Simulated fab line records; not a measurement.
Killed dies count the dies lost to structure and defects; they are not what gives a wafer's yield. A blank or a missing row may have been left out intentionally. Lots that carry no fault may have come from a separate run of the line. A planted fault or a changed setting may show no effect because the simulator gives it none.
fab line records | flow n5_finfet | part 2 of 2: steps 22 to 29 of 29
record lots=5 | wafers=15 | last_day=19
route steps=1938 shown BEOL_M3@992
lots that met no fault: taken from a fault-free run of the same line
start_h: hours from the record's opening day to when the first of the lot's shown wafers began | wait_h: time in hours since the lot's previous step | " repeats the value in the row above | L1.1+2: one row covering several wafers at once | - no value, or no start was given | * or withheld: withheld | < > ~ a bound
route shown NAME@n: names a module that has steps shown in the file, with the first one's number in the route | usual: mean/standard deviation of fault-free wafers | same: alike in all rows | chamber/n: place in a boat | sites: per-site readings | _std_site: their standard deviation | _edge_site: mean of outer sites minus mean of inner sites | radius_mm: how far each site lies from the wafer's centre | mask NAME#n: copy n | behind: the tool/chamber that last shaped the wafer | hold: cause of the lot's hold/its duration in hours/its outcome | device: whichever transistor did not switch (one of n, p or np) | end of line: tests of these same wafers at the route's end | step lacking rows: just its recipe | killed: count of dies lost to structure and defects at first sort (not the wafer's yield) | map: dies across one wafer; x = killed, . = not, _ = none there
set.NAME: the setting that was run; set.NAME@STEP: the one run at that earlier step | model.NAME: the simulator's own value behind a step, which no gauge read
lots at selected steps of the route; one table per step, one row per wafer
services: a tool's chamber out of use, with start hour (start_h, from the record's first day; less than 0 if before it), hours out, and reason
## steps
# step N5_BEOL_M3_CMP_52
# recipe stop_on=SiOC | t_overpolish_s=6.8 | down_force_psi=1 | platen_rpm=50 | clearing_platen_down_force_psi=1.5 | clearing_platen_rpm=50 | post_cmp_clean=cu_alkaline | target_thk_nm=40 | clearing_platen_pad_velocity_m_s=0.99484 | pad_velocity_m_s=0.99484
# usual barrier_field_endpoint_s=24.6/0.62 | head_pressure_psi=0.9999/0.0022 | motor_current_A=5.8/0.77 | overpolish_run_s=6.800/0.0098 | time_to_endpoint_s=62/3.3
lot.wafer | tool   | chamber | start_h | wait_h | barrier_field_endpoint_s | head_pressure_psi | motor_current_A | overpolish_run_s | time_to_endpoint_s
L080.3    | cmp-01 | 2       | 195.94  | 0.2    | 24.8                     | 1.0018            | 6.6             | 6.811            | 64
L080.4    | "      | 0       | "       | "      | 25.4                     | 1.0007            | 6.1             | 6.804            | 64
L080.5    | "      | 3       | "       | "      | 25.6                     | 1.0007            | 6.5             | 6.798            | 66
L085.3    | cmp-01 | 0       | 210.23  | 0.2    | 24.9                     | 1.0016            | 6.7             | 6.810            | 68
L085.1    | "      | 3       | "       | "      | 24.9                     | 0.9950            | 6.1             | 6.781            | 65
L085.6    | "      | 0       | "       | "      | 25.0                     | 0.9969            | 6.3             | 6.800            | 66
L092.4    | cmp-03 | 0       | 266.10  | 0.2    | 25.1                     | 1.0032            | 5.4             | 6.798            | 62
L092.3    | "      | 1       | "       | "      | 24.8                     | 0.9985            | 4.7             | 6.810            | 64
L092.5    | "      | 3       | "       | "      | 24.9                     | 0.9986            | 7.1             | 6.800            | 63
L093.1    | cmp-03 | 0       | 272.32  | 0.3    | 24.9                     | 0.9980            | 5.2             | 6.820            | 63
L093.2    | "      | 2       | "       | "      | 24.0                     | 0.9983            | 6.0             | 6.812            | 60
L093.4    | "      | 3       | "       | "      | 25.1                     | 0.9994            | 7.0             | 6.798            | 65
L097.4    | cmp-04 | 3       | 310.45  | 0.2    | 24.4                     | 0.9992            | 5.0             | 6.806            | 59
L097.2    | "      | 0       | "       | "      | 24.5                     | 0.9961            | 4.7             | 6.806            | 61
L097.5    | "      | 2       | "       | "      | 24.3                     | 1.0011            | 6.2             | 6.802            | 58
# step N5_BEOL_M3_THK_MEAS_53
# recipe thk_meas_gauge=xrf | reads=Cu_of_BEOL_M3_ECD_50
# usual M3_THK=39.8/1.5
lot.wafer | tool          | chamber | start_h | wait_h | M3_THK[nm]
L080.3    | film_metro-02 | -       | 196.23  | -      | 43.2
L080.4    | "             | -       | "       | "      | 41.5
L080.5    | "             | -       | "       | "      | 40.6
L085.1    | film_metro-01 | -       | 210.53  | -      | 39.6
L085.3    | "             | -       | "       | "      | 40.3
L085.6    | "             | -       | "       | "      | 42.6
L092.3    | film_metro-02 | -       | 266.32  | -      | 36.2
L092.4    | "             | -       | "       | "      | 38.9
L092.5    | "             | -       | "       | "      | 38.9
L093.1    | film_metro-01 | -       | 272.61  | -      | 39.3
L093.2    | "             | -       | "       | "      | 39.4
L093.4    | "             | -       | "       | "      | 40.8
L097.2    | film_metro-01 | -       | 310.67  | -      | 39.2
L097.4    | "             | -       | "       | "      | 40.6
L097.5    | "             | -       | "       | "      | 39.9
# step N5_BEOL_M3_PRE_CLEAN_60
# recipe gas=NH3/H2 | time_s=15 | temp_c=* | rf_power_w=300
# usual heater_power_w=81/4.1
lot.wafer | tool      | chamber | start_h | wait_h | heater_power_w
L080.3    | cvd_co-01 | 2       | 196.27  | 0.0    | 77
L080.4    | "         | 1       | "       | "      | 79
L080.5    | "         | 0       | "       | "      | 90
L085.1    | cvd_co-02 | 0       | 210.56  | 0.0    | 85
L085.3    | "         | 1       | "       | "      | 82
L085.6    | "         | 0       | "       | "      | 83
L092.3    | cvd_co-01 | 2       | 266.36  | 0.0    | 80
L092.4    | "         | 0       | "       | "      | 88
L092.5    | "         | 1       | "       | "      | 79
L093.1    | cvd_co-02 | 2       | 272.65  | 0.0    | 77
L093.2    | "         | 1       | "       | "      | 81
L093.4    | "         | 0       | "       | "      | 86
L097.2    | cvd_co-01 | 1       | 310.70  | 0.0    | 79
L097.4    | "         | 0       | "       | "      | 89
L097.5    | "         | 1       | "       | "      | 78
# step N5_BEOL_M3_CO_CAP_55
# recipe material=Co | target_thk_a=20 | temp_c=200 | precursor=CCTBA/H2 | pressure_torr=30 | time_s=102.1
# usual chamber_pressure_Torr=30.00/0.067 | heater_power_w=231/5.3
lot.wafer | tool      | chamber | start_h | wait_h | chamber_pressure_Torr | heater_power_w
L080.3    | cvd_co-01 | 2       | 196.31  | 0.0    | 29.99                 | 226
L080.4    | "         | 1       | "       | "      | 29.97                 | 231
L080.5    | "         | 0       | "       | "      | 30.06                 | 243
L085.1    | cvd_co-02 | 0       | 210.60  | 0.0    | 29.89                 | 239
L085.3    | "         | 1       | "       | "      | 29.99                 | 231
L085.6    | "         | 0       | "       | "      | 30.05                 | 235
L092.3    | cvd_co-01 | 2       | 266.40  | 0.0    | 29.95                 | 227
L092.4    | "         | 0       | "       | "      | 30.02                 | 231
L092.5    | "         | 1       | "       | "      | 30.04                 | 226
L093.1    | cvd_co-02 | 2       | 272.69  | 0.0    | 29.99                 | 229
L093.2    | "         | 1       | "       | "      | 30.03                 | 231
L093.4    | "         | 0       | "       | "      | 30.01                 | 232
L097.2    | cvd_co-01 | 1       | 310.74  | 0.0    | 29.87                 | 231
L097.4    | "         | 0       | "       | "      | 30.12                 | 240
L097.5    | "         | 1       | "       | "      | 30.04                 | 231
# step N5_BEOL_M3_PRE_CLEAN_56
# recipe gas=NH3 | time_s=15 | temp_c=withheld | rf_power_w=300
lot.wafer  | tool     | chamber | start_h | wait_h
L080.3+4+5 | pecvd-04 | 1,0,1   | 196.40  | 0.1
L085.1+3+6 | pecvd-02 | 1       | 210.70  | 0.1
L092.3+4+5 | pecvd-04 | 1,1,2   | 266.49  | 0.1
L093.1+2+4 | pecvd-02 | 1,0,0   | 272.78  | 0.1
L097.2+4+5 | pecvd-02 | 1,0,1   | 310.83  | 0.1
# step N5_BEOL_M3_DEP_57
# recipe material=SiCN | target_thk_a=80 | temp_c=withheld | precursor=3MS/NH3 | pressure_torr=3 | rf_w=202 | time_s=14
# usual chamber_pressure_Torr=3.000/0.0067 | showerhead_plenum_p_Torr=3.665/0.015 | showerhead_vpp_V=884/32 | throttle_valve_pct=9.2/0.67
lot.wafer | tool     | chamber | start_h | wait_h | chamber_pressure_Torr | showerhead_plenum_p_Torr | showerhead_vpp_V | throttle_valve_pct
L080.3    | pecvd-04 | 1       | 196.42  | 0.0    | 3.004                 | 3.653                    | 890              | 9.7
L080.4    | "        | 0       | "       | "      | 2.989                 | 3.650                    | 916              | 10.3
L080.5    | "        | 1       | "       | "      | 3.005                 | 3.653                    | 905              | 9.6
L085.1    | pecvd-02 | 1       | 210.73  | 0.0    | 3.002                 | 3.666                    | 918              | 9.4
L085.3    | "        | 1       | "       | "      | 3.007                 | 3.666                    | 923              | 9.7
L085.6    | "        | 1       | "       | "      | 3.004                 | 3.676                    | 920              | 9.5
L092.3    | pecvd-04 | 1       | 266.51  | 0.0    | 3.011                 | 3.656                    | 903              | 9.6
L092.4    | "        | 1       | "       | "      | 3.015                 | 3.648                    | 911              | 9.5
L092.5    | "        | 2       | "       | "      | 2.990                 | 3.676                    | 907              | 9.1
L093.1    | pecvd-02 | 1       | 272.82  | 0.0    | 2.998                 | 3.663                    | 920              | 9.4
L093.2    | "        | 0       | "       | "      | 3.005                 | 3.651                    | 867              | 8.8
L093.4    | "        | 0       | "       | "      | 3.004                 | 3.652                    | 888              | 8.7
L097.2    | pecvd-02 | 1       | 310.86  | 0.0    | 2.993                 | 3.663                    | 918              | 9.7
L097.4    | "        | 0       | "       | "      | 3.000                 | 3.652                    | 868              | 8.8
L097.5    | "        | 1       | "       | "      | 2.993                 | 3.673                    | 915              | 9.6
# step N5_BEOL_M3_RS_MEAS_58
# recipe thk_meas_gauge=four-point-probe | reads=Co_of_BEOL_M3_CO_CAP_55+Cu_of_BEOL_M3_ECD_50+Co_of_BEOL_M3_CVD_47+TaN_of_BEOL_M3_ALD_84
# usual M3_RS=0.67/0.031
lot.wafer | tool          | chamber | start_h | wait_h | M3_RS[ohm/sq]
L080.3    | film_metro-01 | -       | 196.49  | 0.1    | 0.60
L080.4    | "             | -       | "       | "      | 0.64
L080.5    | "             | -       | "       | "      | 0.65
L085.1    | film_metro-02 | -       | 210.82  | 0.1    | 0.68
L085.3    | "             | -       | "       | "      | 0.67
L085.6    | "             | -       | "       | "      | 0.62
L092.3    | film_metro-01 | -       | 266.58  | 0.1    | 0.75
L092.4    | "             | -       | "       | "      | 0.69
L092.5    | "             | -       | "       | "      | 0.69
L093.1    | film_metro-01 | -       | 272.91  | 0.1    | 0.69
L093.2    | "             | -       | "       | "      | 0.69
L093.4    | "             | -       | "       | "      | 0.66
L097.2    | film_metro-02 | -       | 310.93  | 0.1    | 0.69
L097.4    | "             | -       | "       | "      | 0.66
L097.5    | "             | -       | "       | "      | 0.67
# step N5_BEOL_M3_INSPECT_59
# recipe inspect_instrument=darkfield | mode=post_dep
# usual raw_defect_count=75/27
lot.wafer | tool              | chamber | start_h | wait_h | raw_defect_count
L080.3    | defect_inspect-01 | -       | 196.52  | 0.0    | 96
L080.4    | "                 | -       | "       | "      | 45
L080.5    | "                 | -       | "       | "      | 45
L085.1    | defect_inspect-02 | -       | 210.84  | 0.0    | 93
L085.3    | "                 | -       | "       | "      | 41
L085.6    | "                 | -       | "       | "      | 52
L092.3    | defect_inspect-02 | -       | 266.61  | 0.0    | 72
L092.4    | "                 | -       | "       | "      | 70
L092.5    | "                 | -       | "       | "      | 96
L093.1    | defect_inspect-02 | -       | 272.93  | 0.0    | 106
L093.2    | "                 | -       | "       | "      | 85
L093.4    | "                 | -       | "       | "      | 128
L097.2    | defect_inspect-02 | -       | 310.95  | 0.0    | 77
L097.4    | "                 | -       | "       | "      | 94
L097.5    | "                 | -       | "       | "      | 77
## services
tool           | chamber | start_h | hours | kind
cmp-03         | -       | 167.46  | 0.8   | repair
cmp-01         | -       | 176.83  | 2.5   | repair
cmp-04         | -       | 178.02  | 4.0   | pm
rtp_anneal-01  | -       | 180.85  | 2.4   | pm
cmp-01         | -       | 191.02  | 2.7   | repair
pecvd-02       | 2       | 202.38  | -     | clean
pecvd-02       | 2       | 202.38  | -     | consumable_replace:showerhead
pecvd-02       | 2       | 202.38  | 29.0  | scheduled_down
pecvd-02       | 2       | 202.38  | 29.0  | vent_cycle
ecd_cu-02      | -       | 217.70  | 1.4   | repair
pecvd-02       | -       | 231.82  | 5.6   | repair
pecvd-04       | 0       | 231.97  | 6.2   | repair
cmp-04         | -       | 241.42  | 2.1   | repair
cmp-03         | -       | 241.95  | 4.0   | pm
ecd_cu-02      | -       | 247.15  | 4.4   | pm
cmp-04         | -       | 249.30  | 1.0   | repair
cmp-04         | -       | 259.07  | 1.8   | repair
pvd_sputter-02 | -       | 269.38  | 29.2  | repair
cmp-01         | -       | 281.83  | 4.0   | pm
cmp-04         | -       | 282.79  | 4.9   | pm
cvd_co-01      | -       | 290.66  | 4.3   | pm
cvd_co-02      | -       | 294.99  | 6.9   | pm
cmp-03         | -       | 305.92  | 0.2   | repair
cvd_co-02      | -       | 306.01  | 1.3   | repair
